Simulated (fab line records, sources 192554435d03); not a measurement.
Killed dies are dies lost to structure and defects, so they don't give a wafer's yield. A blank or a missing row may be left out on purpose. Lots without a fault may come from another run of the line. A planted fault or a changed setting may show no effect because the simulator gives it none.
Which tool did it? | flow n5_finfet | 24 lots, 72 wafers sampled, at 4 steps of a route of 1938

WHAT THE GAUGES READ, wafer by wafer
N5_BEOL_M3_OVL_MEAS_29. Usual: V2_OVL 0.0 nm, standard deviation 0.65.
lot  | measured     | on         | V2_OVL (nm)    | flag
L074 | day 7 01:26  | overlay-02 | -0.1 -0.7 0.2  |
L076 | day 7 09:49  | overlay-02 | -0.3 1.4 0.7   |
L075 | day 7 11:04  | overlay-01 | 0.7 1.1 1.0    |
L077 | day 7 22:09  | overlay-02 | 0.0 -0.3 0.8   |
L078 | day 7 22:26  | overlay-01 | 0.4 -0.8 -0.1  |
L079 | day 8 10:27  | overlay-01 | -0.4 0.0 -0.7  |
L080 | day 8 16:11  | overlay-01 | 0.4 -0.9 -1.3  |
L081 | day 8 16:19  | overlay-02 | 0.3 -0.8 -0.9  |
L082 | day 9 05:00  | overlay-02 | -0.6 0.3 0.2   |
L083 | day 9 16:10  | overlay-01 | 0.1 0.3 0.1    |
L084 | day 9 16:43  | overlay-01 | -1.0 -0.4 -1.0 |
L085 | day 10 01:23 | overlay-01 | 0.6 0.0 0.6    |
L086 | day 10 03:52 | overlay-01 | 0.4 0.4 0.8    |
L087 | day 10 08:28 | overlay-01 | 0.5 0.4 0.9    |
L088 | day 10 09:11 | overlay-01 | -0.8 0.2 -0.4  |
L089 | day 10 19:27 | overlay-02 | 0.8 0.1 0.3    |
L091 | day 11 02:16 | overlay-02 | -1.0 0.2 0.9   |
L090 | day 11 15:16 | overlay-01 | 0.0 -0.8 -1.6  |
L092 | day 11 18:19 | overlay-02 | 0.5 0.6 0.8    |
L093 | day 11 23:20 | overlay-02 | 0.6 -0.8 0.9   |
L094 | day 12 01:55 | overlay-02 | -1.2 -1.5 -0.8 |
L095 | day 12 10:25 | overlay-02 | 0.5 -0.2 -0.3  |
L096 | day 12 11:48 | overlay-01 | 0.3 0.1 0.5    |
L097 | day 12 17:10 | overlay-01 | 0.3 0.7 -1.1   |

WHICH TOOL RAN EACH LOT (tool, then ch and the chambers of the sampled wafers, then the start)
lot  | N5_BEOL_M2_ANNEAL_51             | N5_BEOL_M2_CMP_52             | N5_BEOL_M3_ETCH_63
L074 | rtp_anneal-01 ch 0, day 6 22:44  | cmp-04 ch 0,1,2, day 6 23:05  | rie_diel-02 ch 0,1,2, day 7 00:41
L076 | rtp_anneal-01 ch 0, day 7 05:50  | cmp-02 ch 0,2,3, day 7 06:11  | rie_diel-02 ch 1,2,3, day 7 08:57
L075 | rtp_anneal-02 ch 0, day 7 07:41  | cmp-04 ch 0,2,3, day 7 08:02  | rie_diel-05 ch 0,1,3, day 7 09:57
L077 | rtp_anneal-02 ch 0, day 7 19:25  | cmp-03 ch 1,2, day 7 19:44    | rie_diel-02 ch 0,1,3, day 7 21:17
L078 | rtp_anneal-01 ch 0, day 7 19:33  | cmp-02 ch 0,1,3, day 7 19:54  | rie_diel-02 ch 0,1,3, day 7 21:34
L079 | rtp_anneal-01 ch 0, day 8 07:55  | cmp-03 ch 1,2,3, day 8 08:13  | rie_diel-05 ch 1,2,3, day 8 09:44
L080 | rtp_anneal-02 ch 0, day 8 11:18  | cmp-04 ch 0,1,3, day 8 11:41  | rie_diel-05 ch 1,2,3, day 8 15:20
L081 | rtp_anneal-02 ch 0, day 8 12:54  | cmp-04 ch 0,2,3, day 8 13:14  | rie_diel-02 ch 1,2, day 8 15:35
L082 | rtp_anneal-02 ch 0, day 9 02:25  | cmp-02 ch 0,1,2, day 9 02:50  | rie_diel-03 ch 0,1,3, day 9 04:16
L083 | rtp_anneal-02 ch 0, day 9 11:24  | cmp-02 ch 2,3, day 9 11:42    | rie_diel-03 ch 1,3, day 9 15:16
L084 | rtp_anneal-01 ch 0, day 9 11:31  | cmp-04 ch 1,3, day 9 11:49    | rie_diel-05 ch 1,3, day 9 15:41
L085 | rtp_anneal-01 ch 0, day 9 21:20  | cmp-02 ch 0,2, day 9 21:35    | rie_diel-03 ch 0,1, day 10 00:27
L086 | rtp_anneal-01 ch 0, day 9 23:58  | cmp-04 ch 2,3, day 10 00:13   | rie_diel-05 ch 0,1,3, day 10 03:07
L087 | rtp_anneal-02 ch 0, day 10 05:33 | cmp-04 ch 1,2,3, day 10 05:50 | rie_diel-05 ch 0,1, day 10 07:43
L088 | rtp_anneal-01 ch 0, day 10 06:01 | cmp-03 ch 0,1,2, day 10 06:19 | rie_diel-05 ch 0,2,3, day 10 08:26
L089 | rtp_anneal-02 ch 0, day 10 16:34 | cmp-04 ch 1,3, day 10 16:54   | rie_diel-05 ch 0,1, day 10 18:35
L091 | rtp_anneal-02 ch 0, day 10 23:13 | cmp-03 ch 0,2,3, day 10 23:38 | rie_diel-02 ch 0,3, day 11 01:22
L090 | rtp_anneal-02 ch 0, day 11 11:38 | cmp-03 ch 1,2, day 11 11:58   | rie_diel-03 ch 0,3, day 11 14:10
L092 | rtp_anneal-01 ch 0, day 11 14:46 | cmp-03 ch 0,2,3, day 11 15:04 | rie_diel-03 ch 0,1,3, day 11 17:29
L093 | rtp_anneal-01 ch 0, day 11 19:56 | cmp-04 ch 0,1,2, day 11 20:14 | rie_diel-03 ch 0,1,3, day 11 22:16
L094 | rtp_anneal-01 ch 0, day 11 20:20 | cmp-03 ch 0,1, day 11 20:38   | rie_diel-05 ch 1,2,3, day 12 01:04
L095 | rtp_anneal-02 ch 0, day 12 06:01 | cmp-04 ch 0,1,2, day 12 06:21 | rie_diel-02 ch 0,1,2, day 12 09:32
L096 | rtp_anneal-02 ch 0, day 12 09:01 | cmp-02 ch 0,3, day 12 09:16   | rie_diel-02 ch 1,2,3, day 12 10:57
L097 | rtp_anneal-02 ch 0, day 12 12:47 | cmp-02 ch 0,2, day 12 13:02   | rie_diel-05 ch 0,3, day 12 16:05
- N5_BEOL_M2_ANNEAL_51: time 90 s.
- N5_BEOL_M2_CMP_52: polishes, stops on SiOC, t overpolish 6.8 s, target thk 40 nm.
- N5_BEOL_M3_ETCH_63: etches SiARC in CF4, target depth 15.6 nm, time 26 s.

WHAT THE TOOLS THEMSELVES READ (means of the sampled wafers that have a number; where no wafer has one, the mark that the record gives instead)
N5_BEOL_M2_ANNEAL_51. Usual: wafer_temp_C_max 226.26, standard deviation 0.29.
lot  | tool          | wafer_temp_C_max | flag
L074 | rtp_anneal-01 | 226.29           |
L076 | rtp_anneal-01 | 226.18           |
L075 | rtp_anneal-02 | 225.98           |
L077 | rtp_anneal-02 | 226.23           |
L078 | rtp_anneal-01 | 226.25           |
L079 | rtp_anneal-01 | 226.12           |
L080 | rtp_anneal-02 | 226.33           |
L081 | rtp_anneal-02 | 226.49           |
L082 | rtp_anneal-02 | 226.31           |
L083 | rtp_anneal-02 | 225.98           |
L084 | rtp_anneal-01 | 226.23           |
L085 | rtp_anneal-01 | 226.43           |
L086 | rtp_anneal-01 | 225.96           |
L087 | rtp_anneal-02 | 226.45           |
L088 | rtp_anneal-01 | 226.47           |
L089 | rtp_anneal-02 | 226.12           |
L091 | rtp_anneal-02 | 226.19           |
L090 | rtp_anneal-02 | 226.02           |
L092 | rtp_anneal-01 | 226.16           |
L093 | rtp_anneal-01 | 226.12           |
L094 | rtp_anneal-01 | 226.41           |
L095 | rtp_anneal-02 | 226.34           |
L096 | rtp_anneal-02 | 226.19           |
L097 | rtp_anneal-02 | 226.40           |

N5_BEOL_M2_CMP_52. Usual: barrier_field_endpoint_s 24.7 s, standard deviation 0.69; motor_current_A 6.0 A, standard deviation 0.61; overpolish_run_s 6.799 s, standard deviation 0.0089; slurry_flow_ml_min 150.1, standard deviation 0.49; time_to_endpoint_s 63 s, standard deviation 3.1.
lot  | tool   | barrier_field_endpoint_s (s) | motor_current_A (A) | overpolish_run_s (s) | slurry_flow_ml_min | time_to_endpoint_s (s) | flag
L074 | cmp-04 | 25.0                         | 5.9                 | 6.795                | 150.0              | 64                     |
L076 | cmp-02 | 25.4                         | 5.9                 | 6.793                | 150.3              | 66                     |
L075 | cmp-04 | 23.7                         | 6.3                 | 6.798                | 149.8              | 63                     |
L077 | cmp-03 | 24.3                         | 6.0                 | 6.798                | 150.2              | 60                     |
L078 | cmp-02 | 24.6                         | 6.3                 | 6.802                | 150.2              | 60                     |
L079 | cmp-03 | 25.1                         | 6.1                 | 6.794                | 150.5              | 65                     |
L080 | cmp-04 | 24.2                         | 5.6                 | 6.801                | 149.6              | 63                     |
L081 | cmp-04 | 25.1                         | 6.0                 | 6.798                | 150.1              | 63                     |
L082 | cmp-02 | 24.8                         | 6.0                 | 6.802                | 149.4              | 62                     |
L083 | cmp-02 | 24.8                         | 6.0                 | 6.796                | 150.0              | 63                     |
L084 | cmp-04 | 24.1                         | 5.4                 | 6.806                | 149.7              | 60                     |
L085 | cmp-02 | 24.4                         | 5.8                 | 6.795                | 150.3              | 64                     |
L086 | cmp-04 | 23.8                         | 6.4                 | 6.801                | 150.2              | 58                     |
L087 | cmp-04 | 24.4                         | 6.0                 | 6.806                | 150.1              | 60                     |
L088 | cmp-03 | 25.4                         | 5.9                 | 6.810                | 149.9              | 66                     |
L089 | cmp-04 | 23.6                         | 5.2                 | 6.800                | 150.7              | 60                     |
L091 | cmp-03 | 25.7                         | 6.2                 | 6.801                | 149.7              | 70                     |
L090 | cmp-03 | 25.0                         | 5.8                 | 6.797                | 150.1              | 67                     |
L092 | cmp-03 | 24.7                         | 6.1                 | 6.794                | 150.0              | 64                     |
L093 | cmp-04 | 24.3                         | 6.1                 | 6.799                | 150.4              | 62                     |
L094 | cmp-03 | 25.4                         | 5.5                 | 6.793                | 149.7              | 66                     |
L095 | cmp-04 | 25.3                         | 5.9                 | 6.782                | 150.3              | 62                     |
L096 | cmp-02 | 24.6                         | 6.1                 | 6.801                | 150.0              | 62                     |
L097 | cmp-02 | 24.2                         | 5.8                 | 6.805                | 150.4              | 63                     |

N5_BEOL_M3_ETCH_63. Usual: drypump_motor_current_A 5.6 A, standard deviation 0.47; etch_rf_on_time_s 25.9 s, standard deviation 0.35; mfc_ar_sccm 100.0 sccm, standard deviation 0.31; oes_product_au 0.66 a.u., standard deviation 0.074; rf_vpp_V 184.1 V, standard deviation 1.2; showerhead_plenum_p_Torr 2.15 Torr, standard deviation 0.068; throttle_valve_pct 15.60 %, standard deviation 0.26.
lot  | tool        | drypump_motor_current_A (A) | etch_rf_on_time_s (s) | mfc_ar_sccm (sccm) | oes_product_au (a.u.) | rf_vpp_V (V) | showerhead_plenum_p_Torr (Torr) | throttle_valve_pct (%) | flag
L074 | rie_diel-02 | 5.5                         | 25.6                  | 99.9               | 0.74                  | 183.9        | 2.20                            | 15.34                  |
L076 | rie_diel-02 | 5.4                         | 25.9                  | 99.7               | 0.69                  | 185.2        | 2.18                            | 15.54                  |
L075 | rie_diel-05 | 5.7                         | 25.6                  | 99.8               | 0.63                  | 183.2        | 2.13                            | 15.73                  |
L077 | rie_diel-02 | 5.7                         | 25.6                  | 100.0              | 0.73                  | 184.9        | 2.22                            | 15.34                  |
L078 | rie_diel-02 | 5.7                         | 25.9                  | 99.9               | 0.73                  | 185.0        | 2.22                            | 15.34                  |
L079 | rie_diel-05 | 5.6                         | 26.3                  | 99.9               | 0.61                  | 183.6        | 2.10                            | 15.72                  |
L080 | rie_diel-05 | 5.6                         | 26.2                  | 99.7               | 0.61                  | 183.0        | 2.10                            | 15.73                  |
L081 | rie_diel-02 | 5.3                         | 25.6                  | 99.7               | 0.72                  | 184.6        | 2.16                            | 15.43                  |
L082 | rie_diel-03 | 5.5                         | 26.0                  | 100.2              | 0.66                  | 184.7        | 2.15                            | 15.53                  |
L083 | rie_diel-03 | 5.3                         | 25.9                  | 99.9               | 0.63                  | 184.2        | 2.14                            | 15.60                  |
L084 | rie_diel-05 | 5.3                         | 26.3                  | 100.2              | 0.63                  | 183.9        | 2.10                            | 15.67                  |
L085 | rie_diel-03 | 5.5                         | 25.7                  | 100.0              | 0.69                  | 184.5        | 2.15                            | 15.47                  |
L086 | rie_diel-05 | 5.6                         | 26.0                  | 100.1              | 0.61                  | 184.0        | 2.12                            | 15.78                  |
L087 | rie_diel-05 | 6.0                         | 26.2                  | 100.2              | 0.58                  | 183.2        | 2.14                            | 15.87                  |
L088 | rie_diel-05 | 6.1                         | 25.8                  | 99.9               | 0.60                  | 183.7        | 2.06                            | 15.92                  |
L089 | rie_diel-05 | 5.5                         | 26.4                  | 100.0              | 0.59                  | 183.8        | 2.16                            | 15.71                  |
L091 | rie_diel-02 | 5.9                         | 26.3                  | 99.8               | 0.71                  | 186.9        | 2.25                            | 15.33                  |
L090 | rie_diel-03 | 5.5                         | 26.0                  | 99.7               | 0.65                  | 184.4        | 2.13                            | 15.58                  |
L092 | rie_diel-03 | 5.4                         | 25.9                  | 100.0              | 0.65                  | 183.7        | 2.14                            | 15.58                  |
L093 | rie_diel-03 | 5.5                         | 25.9                  | 99.6               | 0.65                  | 184.5        | 2.14                            | 15.58                  |
L094 | rie_diel-05 | 5.6                         | 26.3                  | 100.0              | 0.60                  | 182.4        | 2.09                            | 15.79                  |
L095 | rie_diel-02 | 5.5                         | 26.0                  | 100.0              | 0.70                  | 184.5        | 2.19                            | 15.41                  |
L096 | rie_diel-02 | 5.5                         | 25.7                  | 100.1              | 0.66                  | 183.9        | 2.17                            | 15.61                  |
L097 | rie_diel-05 | 5.8                         | 25.4                  | 100.3              | 0.69                  | 182.9        | 2.06                            | 15.72                  |

THE ANSWER, worked out from the rows above alone
Rule: a lot is off if the mean of its wafers that have a number lies more than 3 standard deviations from the usual mean. A lot without any number at a reading at which 4 lots or more have one is off too. The other lots that the step has rows for count as sound. The gauges are gone through in route order, then the tools' own readings, and for those a lot's mean is taken as printed above. The first step at which some lot is off is used, and at that step the reading that is off furthest; a lot without a number counts as furthest.
No lot is off at any reading shown: from this, nothing can be told.

WHAT THE SIMULATOR HAD PUT IN
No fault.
